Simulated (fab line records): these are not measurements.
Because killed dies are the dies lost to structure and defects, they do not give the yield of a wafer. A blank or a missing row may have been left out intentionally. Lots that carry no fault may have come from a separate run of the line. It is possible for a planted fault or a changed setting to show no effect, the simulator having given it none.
fab line records -- flow n5_finfet
record lots=7, wafers=39
route steps=1938 shown PMOS_HMC_CHANNEL_EPI@78 DUMMY_GATE@237 SD_EPI_N@275 MOL_CONTACT_COAG@538
start_h: start of the lot's first displayed wafer, in hours after the record's first day -- wait_h: how many hours have passed since the lot's step before this one -- " as in the row above -- L1.1+2: a row that stands for several wafers -- - no value present, or no start provided -- * or withheld: withheld -- < > ~ a bound
route shown NAME@n: NAME is a module with steps in the file, n the number in the route of the first one -- usual: mean/standard deviation of fault-free wafers -- same: alike in all rows -- chamber/n: place in a boat -- sites: each site's reading -- _std_site: standard deviation across them -- _edge_site: mean of outer sites minus mean of inner sites -- radius_mm: how far each site lies from the wafer's centre -- mask NAME#n: copy n -- behind: tool/chamber where the wafer was last shaped -- hold: the reason the lot was held/the length of the hold in hours/how it ended -- device: names the non-switching transistor (n, p or np) -- end of line: the tests these same wafers got at the end of their route -- a step with no rows: only its recipe -- killed: count of dies lost to structure and defects at first sort (not the wafer's yield) -- map: shows each die of a wafer: x if killed, . if not, _ if none is there
set.NAME: setting as actually run; set.NAME@STEP: the setting as run at that earlier step -- model.NAME: the simulator's own value behind a step, which no gauge read
lots run with intentionally changed settings; tables by step, rows by wafer
## steps
# step N5_PMOS_HMC_CHANNEL_EPI_EPI_20
# recipe material=SiGe30, mask_material=SiO2, pressure_torr=20, target_thk_a=590, temp_c=600
lot.wafer,tool,chamber,start_h,wait_h,set.temp_c,model.SiGe30_of_PMOS_HMC_CHANNEL_EPI_EPI_20.thk_nm
L076.3,epi_rpcvd-01,0,30.65,0.6,600,57.83
L076.4,epi_rpcvd-01,0,30.65,0.6,600,57.89
L076.6,epi_rpcvd-01,0,30.65,0.6,600,58.11
L077.1,epi_rpcvd-04,0,36.47,0.0,601.9,59.6
L077.2,epi_rpcvd-04,0,36.47,0.0,600,58.31
L077.3,epi_rpcvd-04,0,36.47,0.0,601.9,60.85
L077.4,epi_rpcvd-04,0,36.47,0.0,600,57.8
L077.5,epi_rpcvd-04,0,36.47,0.0,600,58.47
L077.6,epi_rpcvd-04,0,36.47,0.0,601.9,60.1
L082.1,epi_rpcvd-01,0,65.89,0.0,600,58.45
L082.2,epi_rpcvd-01,0,65.89,0.0,604.8,62.4
L082.3,epi_rpcvd-01,0,65.89,0.0,600,58.89
L082.4,epi_rpcvd-01,0,65.89,0.0,604.8,63.49
L082.5,epi_rpcvd-01,0,65.89,0.0,604.8,63.95
L082.6,epi_rpcvd-01,0,65.89,0.0,600,58.07
L083.1,epi_rpcvd-02,0,71.89,0.0,604.6,64.67
L083.2,epi_rpcvd-02,0,71.89,0.0,600,59.03
L083.3,epi_rpcvd-02,0,71.89,0.0,600,59.49
L083.4,epi_rpcvd-02,0,71.89,0.0,600,59.13
L083.5,epi_rpcvd-02,0,71.89,0.0,604.6,64.84
L083.6,epi_rpcvd-02,0,71.89,0.0,604.6,64.58
L093.1+2,epi_rpcvd-02,0,132.13,0.0,596.1,54.52
L093.3,epi_rpcvd-02,0,132.13,0.0,600,58
L093.4,epi_rpcvd-02,0,132.13,0.0,600,58.41
L093.5,epi_rpcvd-02,0,132.13,0.0,600,58.89
L093.6,epi_rpcvd-02,0,132.13,0.0,596.1,54.38
L094.1,epi_rpcvd-01,0,138.11,0.0,600,59.9
L094.2,epi_rpcvd-01,0,138.11,0.0,600,59.63
L094.3,epi_rpcvd-01,0,138.11,0.0,600,59.49
L094.4,epi_rpcvd-01,0,138.11,0.0,600,59.42
L094.5,epi_rpcvd-01,0,138.11,0.0,600,59.67
L094.6,epi_rpcvd-01,0,138.11,0.0,600,59.43
L097.1,epi_rpcvd-04,0,156.63,0.0,600,59.23
L097.2,epi_rpcvd-04,0,156.63,0.0,600,58.68
L097.3,epi_rpcvd-04,0,156.63,0.0,600,59.03
L097.4,epi_rpcvd-04,0,156.63,0.0,600,59.11
L097.5,epi_rpcvd-04,0,156.63,0.0,600,59
L097.6,epi_rpcvd-04,0,156.63,0.0,600,59.17
# step N5_DUMMY_GATE_ETCH_37
# recipe chemistry=N2/H2, target=SOC, target_depth_a=600, overetch_a=300, temp_c=40, ion_energy_ev=200, pressure_mtorr=30, source_w=840, bias_w=150, n2_flow_sccm=200, h2_flow_sccm=200
# usual rf_vpp_V=524.4/2.9
lot.wafer,tool,chamber,start_h,wait_h,set.source_w,rf_vpp_V,model.SiARC_of_DUMMY_GATE_COAT_35.thk_nm
L076.3,rie_diel-03,1,58.60,0.0,840,525.2,5
L076.4,rie_diel-03,0,58.60,0.0,840,520.7,5
L076.6,rie_diel-03,3,58.60,0.0,840,522.0,5
L077.1,rie_diel-03,1,65.80,0.0,754.1,545.1,5.2
L077.2,rie_diel-03,0,65.80,0.0,840,519.9,5
L077.3,rie_diel-03,3,65.80,0.0,840,522.6,5
L077.4,rie_diel-03,2,65.80,0.0,840,527.7,5
L077.5,rie_diel-03,0,65.80,0.0,754.1,539.3,5.2
L077.6,rie_diel-03,1,65.80,0.0,754.1,545.4,5.2
L082.1,rie_diel-03,3,96.94,0.0,840,522.3,5
L082.2,rie_diel-03,2,96.94,0.0,777,541.9,5.2
L082.3,rie_diel-03,1,96.94,0.0,777,538.3,5.2
L082.4,rie_diel-03,0,96.94,0.0,777,533.6,5.2
L082.5,rie_diel-03,3,96.94,0.0,840,523.3,4.8
L082.6,rie_diel-03,2,96.94,0.0,840,529.3,5
L083.1,rie_diel-04,0,106.32,0.0,840,526.1,5
L083.2,rie_diel-04,2,106.32,0.0,840,525.6,5.2
L083.3,rie_diel-04,3,106.32,0.0,889.7,509.4,4.8
L083.4,rie_diel-04,0,106.32,0.0,889.7,516.7,4.8
L083.5,rie_diel-04,3,106.32,0.0,840,520.0,5
L083.6,rie_diel-04,2,106.32,0.0,889.7,516.5,4.8
L093.1,rie_diel-01,1,163.32,0.0,990.5,501.0,4.4
L093.2,rie_diel-01,0,163.32,0.0,840,527.9,5
L093.3,rie_diel-01,3,163.32,0.0,990.5,497.7,4.2
L093.4,rie_diel-01,3,163.32,0.0,840,524.1,4.6
L093.5,rie_diel-01,1,163.32,0.0,840,528.1,5
L093.6,rie_diel-01,0,163.32,0.0,990.5,500.0,4.6
L094.1,rie_diel-04,1,171.49,0.0,840,522.1,5
L094.2,rie_diel-04,0,171.49,0.0,897.3,513.3,4.8
L094.3,rie_diel-04,2,171.49,0.0,840,523.0,5
L094.4,rie_diel-04,3,171.49,0.0,840,522.0,5
L094.5,rie_diel-04,1,171.49,0.0,897.3,510.2,4.8
L094.6,rie_diel-04,0,171.49,0.0,897.3,513.8,4.8
L097.1,rie_diel-01,1,191.10,0.0,679.1,566.6,5.6
L097.2,rie_diel-01,3,191.10,0.0,679.1,563.4,5.4
L097.3,rie_diel-01,0,191.10,0.0,840,527.2,5
L097.4,rie_diel-01,2,191.10,0.0,840,523.7,5
L097.5,rie_diel-01,0,191.10,0.0,840,528.7,5
L097.6,rie_diel-01,1,191.10,0.0,679.1,566.5,5.6
# step N5_SD_EPI_N_ETCH_35
# recipe chemistry=N2/H2, target=SOC, overetch_a=1080, mask_material=SiARC, temp_c=40, ion_energy_ev=100, source_w=3000, bias_w=133, pressure_mtorr=20, time_s=486, n2_flow_sccm=200, h2_flow_sccm=200
lot.wafer,tool,chamber,start_h,wait_h,set.time_s,model.SiARC_of_SD_EPI_N_COAT_33.thk_nm
L076.3+6,rie_diel-06,2,60.93,0.0,486,20
L076.4,rie_diel-06,3,60.93,0.0,486,19.6
L077.1+2+4+6,rie_diel-02,"2,1,3,3",68.11,0.0,486,20
L077.3,rie_diel-02,0,68.11,0.0,486,20.4
L077.5,rie_diel-02,0,68.11,0.0,486,20.6
L082.1+4+5,rie_diel-05,"1,3,2",99.33,0.0,582.1,16.8
L082.2+6,rie_diel-05,"2,1",99.33,0.0,486,19.8
L082.3,rie_diel-05,0,99.33,0.0,486,19.6
L083.1,rie_diel-05,1,108.94,0.0,426.3,21.8
L083.2,rie_diel-05,0,108.94,0.0,486,19.4
L083.3,rie_diel-05,3,108.94,0.0,486,19.6
L083.4+6,rie_diel-05,"2,3",108.94,0.0,426.3,21.6
L083.5,rie_diel-05,0,108.94,0.0,486,19.2
L093.1+2,rie_diel-06,"0,2",165.70,0.0,486,19.2
L093.3+5,rie_diel-06,1,165.70,0.0,486,19.6
L093.4+6,rie_diel-06,"2,0",165.70,0.0,486,19.4
L094.1+2+3,rie_diel-06,"2,0,3",173.86,0.0,486,19.6
L094.4,rie_diel-06,1,173.86,0.0,402.2,22.6
L094.5+6,rie_diel-06,"3,2",173.86,0.0,402.2,22.2
L097.1,rie_diel-02,3,193.52,0.0,558.6,17.6
L097.2,rie_diel-02,2,193.52,0.0,558.6,17.8
L097.3,rie_diel-02,0,193.52,0.0,558.6,18.2
L097.4+5,rie_diel-02,"3,2",193.52,0.0,486,20
L097.6,rie_diel-02,0,193.52,0.0,486,20.6
# step N5_SD_EPI_N_STRIP_36
# recipe chemistry=N2/H2, temp_c=40, n2_flow_sccm=200, h2_flow_sccm=200, rf_frequency_hz=6e+07
# step N5_SD_EPI_N_ETCHBACK_44
# recipe chemistry=CH3F/O2, mode=anisotropic_etchback, target=SiNx, target_depth_a=145, stop_on=SiO2, over_etch_frac=0.3, ion_energy_ev=120, pressure_mtorr=30, source_w=395, bias_w=73, Ar_flow_sccm=150, CH3F_flow_sccm=30, O2_flow_sccm=20
lot.wafer,tool,chamber,start_h,wait_h,set.time_s@SD_EPI_N_ETCH_35,model.SiARC_of_SD_EPI_N_COAT_33.thk_nm
L076.3+6,rie_diel-06,2,61.26,0.0,486,16.2
L076.4,rie_diel-06,3,61.26,0.0,486,15.8
L077.1,rie_diel-02,2,68.44,0.0,486,16.4
L077.2+4+6,rie_diel-02,"1,3,3",68.44,0.0,486,16.2
L077.3+5,rie_diel-02,0,68.44,0.0,486,16.8
L082.1+5,rie_diel-05,"1,2",99.65,0.0,582.1,13.2
L082.2,rie_diel-05,2,99.65,0.0,486,16.2
L082.3,rie_diel-05,0,99.65,0.0,486,15.6
L082.4,rie_diel-05,3,99.65,0.0,582.1,13
L082.6,rie_diel-05,1,99.65,0.0,486,16
L083.1,rie_diel-05,1,109.26,0.0,426.3,18
L083.2,rie_diel-05,0,109.26,0.0,486,15.6
L083.3,rie_diel-05,3,109.26,0.0,486,15.8
L083.4+6,rie_diel-05,"2,3",109.26,0.0,426.3,17.8
L083.5,rie_diel-05,0,109.26,0.0,486,15.4
L093.1,rie_diel-06,0,166.03,0.0,486,15.2
L093.2,rie_diel-06,2,166.03,0.0,486,15.4
L093.3+5,rie_diel-06,1,166.03,0.0,486,15.8
L093.4+6,rie_diel-06,"2,0",166.03,0.0,486,15.6
L094.1+2,rie_diel-06,"2,0",174.18,0.0,486,15.8
L094.3,rie_diel-06,3,174.18,0.0,486,16
L094.4,rie_diel-06,1,174.18,0.0,402.2,18.8
L094.5+6,rie_diel-06,"3,2",174.18,0.0,402.2,18.4
L097.1,rie_diel-02,3,193.85,0.0,558.6,13.8
L097.2,rie_diel-02,2,193.85,0.0,558.6,14
L097.3,rie_diel-02,0,193.85,0.0,558.6,14.6
L097.4,rie_diel-02,3,193.85,0.0,486,16.2
L097.5,rie_diel-02,2,193.85,0.0,486,16.4
L097.6,rie_diel-02,0,193.85,0.0,486,17
# step N5_MOL_CONTACT_COAG_ETCH_110
# recipe chemistry=CF4/O2, target=Si, target_depth_a=25, time_s=8, pressure_mtorr=100, source_w=200, bias_w=12, ion_energy_ev=60, Ar_flow_sccm=100, cf4_flow_sccm=100, O2_flow_sccm=10
# usual rf_vpp_V=127.2/1.5
lot.wafer,tool,chamber,start_h,wait_h,set.source_w,rf_vpp_V,model.etch.depth_nm
L076.3,rie_diel-02,0,100.01,0.0,200,126.0,2.382
L076.4,rie_diel-02,2,100.01,0.0,200,129.0,2.456
L076.6,rie_diel-02,2,100.01,0.0,200,130.4,2.472
L077.1,rie_diel-05,2,106.79,0.0,200,127.2,2.484
L077.2,rie_diel-05,0,106.79,0.0,200,129.0,2.566
L077.3,rie_diel-05,3,106.79,0.0,214,121.2,2.66
L077.4,rie_diel-05,1,106.79,0.0,214,122.4,2.628
L077.5,rie_diel-05,2,106.79,0.0,214,121.8,2.648
L077.6,rie_diel-05,1,106.79,0.0,200,125.7,2.472
L082.1,rie_diel-02,1,137.97,0.0,200,126.0,2.457
L082.2,rie_diel-02,2,137.97,0.0,200,129.5,2.47
L082.3,rie_diel-02,0,137.97,0.0,163.8,144.2,2.008
L082.4,rie_diel-02,2,137.97,0.0,163.8,146.8,2.076
L082.5,rie_diel-02,1,137.97,0.0,163.8,143.7,2.085
L082.6,rie_diel-02,0,137.97,0.0,200,125.3,2.387
L083.1,rie_diel-06,3,146.60,0.0,200,128.4,2.496
L083.2,rie_diel-06,1,146.60,0.0,226.9,117.4,2.794
L083.3,rie_diel-06,0,146.60,0.0,200,129.4,2.532
L083.4,rie_diel-06,0,146.60,0.0,226.9,117.9,2.823
L083.5,rie_diel-06,1,146.60,0.0,200,129.1,2.51
L083.6,rie_diel-06,3,146.60,0.0,226.9,118.4,2.79
L093.1,rie_diel-02,2,205.61,0.0,200,129.6,2.468
L093.2,rie_diel-02,3,205.61,0.0,181.6,135.0,2.321
L093.3,rie_diel-02,0,205.61,0.0,181.6,133.5,2.191
L093.4,rie_diel-02,1,205.61,0.0,200,127.8,2.463
L093.5,rie_diel-02,1,205.61,0.0,181.6,132.8,2.269
L093.6,rie_diel-02,0,205.61,0.0,200,126.3,2.408
L094.1,rie_diel-02,3,213.39,0.0,200,125.9,2.512
L094.2,rie_diel-02,0,213.39,0.0,185.1,132.7,2.241
L094.3,rie_diel-02,1,213.39,0.0,200,127.1,2.45
L094.4,rie_diel-02,2,213.39,0.0,185.1,134.8,2.302
L094.5,rie_diel-02,3,213.39,0.0,200,126.4,2.51
L094.6,rie_diel-02,0,213.39,0.0,185.1,132.0,2.238
L097.1,rie_diel-05,0,233.55,0.0,200,126.7,2.538
L097.2,rie_diel-05,2,233.55,0.0,216.6,120.9,2.68
L097.3,rie_diel-05,1,233.55,0.0,216.6,122.1,2.691
L097.4,rie_diel-05,3,233.55,0.0,200,126.0,2.521
L097.5,rie_diel-05,0,233.55,0.0,216.6,120.9,2.694
L097.6,rie_diel-05,1,233.55,0.0,200,128.4,2.49
## key
split step=N5_PMOS_HMC_CHANNEL_EPI_EPI_20, setting=temp_c, stated=600, by=wafer
response step=N5_PMOS_HMC_CHANNEL_EPI_EPI_20, reading=model.SiGe30_of_PMOS_HMC_CHANNEL_EPI_EPI_20.thk_nm, change=+6.43, per=1%, r=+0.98
split step=N5_DUMMY_GATE_ETCH_37, setting=source_w, stated=840, by=wafer
response step=N5_DUMMY_GATE_ETCH_37, reading=rf_vpp_V, change=-1.78, per=1%, r=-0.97
response step=N5_DUMMY_GATE_ETCH_37, reading=model.SiARC_of_DUMMY_GATE_COAT_35.thk_nm, change=-0.0275, per=1%, r=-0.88
split step=N5_SD_EPI_N_ETCH_35, setting=time_s, stated=486, by=wafer
response step=N5_SD_EPI_N_ETCH_35, reading=model.SiARC_of_SD_EPI_N_COAT_33.thk_nm, change=-0.158, per=1%, r=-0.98
response step=N5_SD_EPI_N_ETCHBACK_44, reading=model.SiARC_of_SD_EPI_N_COAT_33.thk_nm, change=-0.155, per=1%, r=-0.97
split step=N5_MOL_CONTACT_COAG_ETCH_110, setting=source_w, stated=200, by=wafer
response step=N5_MOL_CONTACT_COAG_ETCH_110, reading=rf_vpp_V, change=-0.867, per=1%, r=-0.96
response step=N5_MOL_CONTACT_COAG_ETCH_110, reading=model.etch.depth_nm, change=+0.0217, per=1%, r=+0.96
